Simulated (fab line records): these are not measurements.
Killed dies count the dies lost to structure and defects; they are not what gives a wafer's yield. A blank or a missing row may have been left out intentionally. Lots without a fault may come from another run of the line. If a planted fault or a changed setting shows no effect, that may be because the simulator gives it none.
One fault seen from 2 desks / flow n5Finfet / every desk sees just its own numbers, and what lay behind them comes last

## DESK OF THE TOOL OWNER: pecvd-03
The tool's own readings at N5_BEOL_M2_DEP_57 (deposits SiCN from 3MS/NH3, target thk 8 nm, time 14 s): means of the sampled wafers that have a number, for each lot that ran on this tool. Any lot whose mean is over 4 standard deviations away from the usual mean is out of limits and marked OUT; that distance is given in the brackets.
Columns: A = showerheadPlenumPTorr at N5_BEOL_M2_DEP_57, usual 3.668 Torr; B = throttleValvePct at N5_BEOL_M2_DEP_57, usual 9.2 %
lot=L439; first seen here=day 8 16:21; A=3.662; B=9.1
lot=L443; first seen here=day 10 01:13; A=3.659; B=9.6
lot=L444; first seen here=day 10 09:41; A=3.674; B=9.6
This desk's finding: nothing out of limits on any of the 3 lots.

## METROLOGY DESK
What the gauges read for every lot (on any tool): the sampled wafers with a number, averaged. Any lot whose mean is over 4 standard deviations away from the usual mean is out of limits and marked OUT; that distance is given in the brackets. Of its 10 readings 7 are shown: those that lie furthest out on some lot.
Columns: A = DIBL_N at N5_BEOL_M4_RC_MEAS_101, usual 35.9 mV/V; B = DIBL_P at N5_BEOL_M4_RC_MEAS_101, usual 35.9 mV/V; C = IOFF_N at N5_BEOL_M4_RC_MEAS_101, usual 0.152 nA/um; D = IOFF_P at N5_BEOL_M4_RC_MEAS_101, usual 0.204 nA/um; E = ION_N at N5_BEOL_M4_RC_MEAS_101, usual 673 uA/um; F = SS_N at N5_BEOL_M4_RC_MEAS_101, usual 71.4 mV/dec; G = VT_N at N5_BEOL_M4_RC_MEAS_101, usual 250.3 mV
lot=L439; first seen here=day 10 15:11; A=36.5; B=35.8; C=0.151; D=0.225; E=664; F=71.7; G=251.1
lot=L443; first seen here=day 11 08:25; A=37.8; B=37.7; C=0.198; D=0.227; E=682; F=71.7; G=245.8
lot=L444; first seen here=day 12 02:44; A=35.4; B=36.2; C=0.156; D=0.219; E=672; F=71.2; G=249.3
lot=L449; first seen here=day 12 12:48; A=37.1; B=37.4; C=0.172; D=0.233; E=677; F=71.5; G=247.8
This desk's finding: nothing out of limits on any of the 4 lots.

## ALL TOGETHER
Nothing out of limits was seen by the tool owner's desk.
The metrology desk saw nothing out of limits.

## WHAT THE SIMULATOR PUT IN
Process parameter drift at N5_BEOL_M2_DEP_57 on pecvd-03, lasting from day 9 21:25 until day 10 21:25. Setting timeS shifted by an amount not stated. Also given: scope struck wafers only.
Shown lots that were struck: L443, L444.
